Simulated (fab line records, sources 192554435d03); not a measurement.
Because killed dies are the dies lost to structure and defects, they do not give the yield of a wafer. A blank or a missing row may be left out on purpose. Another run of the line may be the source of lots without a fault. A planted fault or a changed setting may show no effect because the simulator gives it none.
Which tool did it? || flow n5Finfet || 12 lots, 36 wafers sampled, at 1 step of a route of 1938

## WHAT THE GAUGES READ, wafer by wafer
N5_MOL_CONTACT_COAG_INSPECT_10: inspects for defects (brightfield).
{"lot": "L075", "measured": "day 4 19:26", "on": "defectInspect-01", "rawDefectCount": "57 65 74"}
{"lot": "L077", "measured": "day 5 11:18", "on": "defectInspect-02", "rawDefectCount": "66 64 79"}
{"lot": "L079", "measured": "day 5 20:35", "on": "defectInspect-02", "rawDefectCount": "53 65 34"}
{"lot": "L081", "measured": "day 6 07:36", "on": "defectInspect-02", "rawDefectCount": "73 96 55"}
{"lot": "L083", "measured": "day 6 20:04", "on": "defectInspect-01", "rawDefectCount": "84 37 54"}
{"lot": "L085", "measured": "day 7 15:05", "on": "defectInspect-02", "rawDefectCount": "98 81 38"}
{"lot": "L087", "measured": "day 8 18:46", "on": "defectInspect-02", "rawDefectCount": "68 86 105"}
{"lot": "L089", "measured": "day 8 22:20", "on": "defectInspect-01", "rawDefectCount": "31 50 31"}
{"lot": "L091", "measured": "day 9 03:56", "on": "defectInspect-01", "rawDefectCount": "82 56 110"}
{"lot": "L093", "measured": "day 9 12:32", "on": "defectInspect-02", "rawDefectCount": "105 76 74"}
{"lot": "L095", "measured": "day 10 08:37", "on": "defectInspect-01", "rawDefectCount": "79 85 107"}
{"lot": "L097", "measured": "day 10 17:56", "on": "defectInspect-01", "rawDefectCount": "66 170 54"}

## EACH LOT AND THE TOOL THAT RAN IT (in order: tool; ch and the chambers of the sampled wafers; start)
Record: no process step prior to these readings.

## THE ANSWER, worked out from the rows above alone
Rule: the usual values come from the lots themselves. The widest of any qualifying gaps counts: lots, ordered by their means at a reading, are off when they make up no more than a third of the lots, leave a main group of 4 or more, and stand apart from it by 3 or more times the standard deviation of that group's means. A main group is skipped when, at the precision printed for the reading in the tables above, its means are all equal. A lot without any number at a reading at which 4 lots or more have one is off too. The other lots that the step has rows for count as sound.
No lot is off on any of the readings shown, so nothing can be concluded from this.

## WHAT THE SIMULATOR HAD INSERTED
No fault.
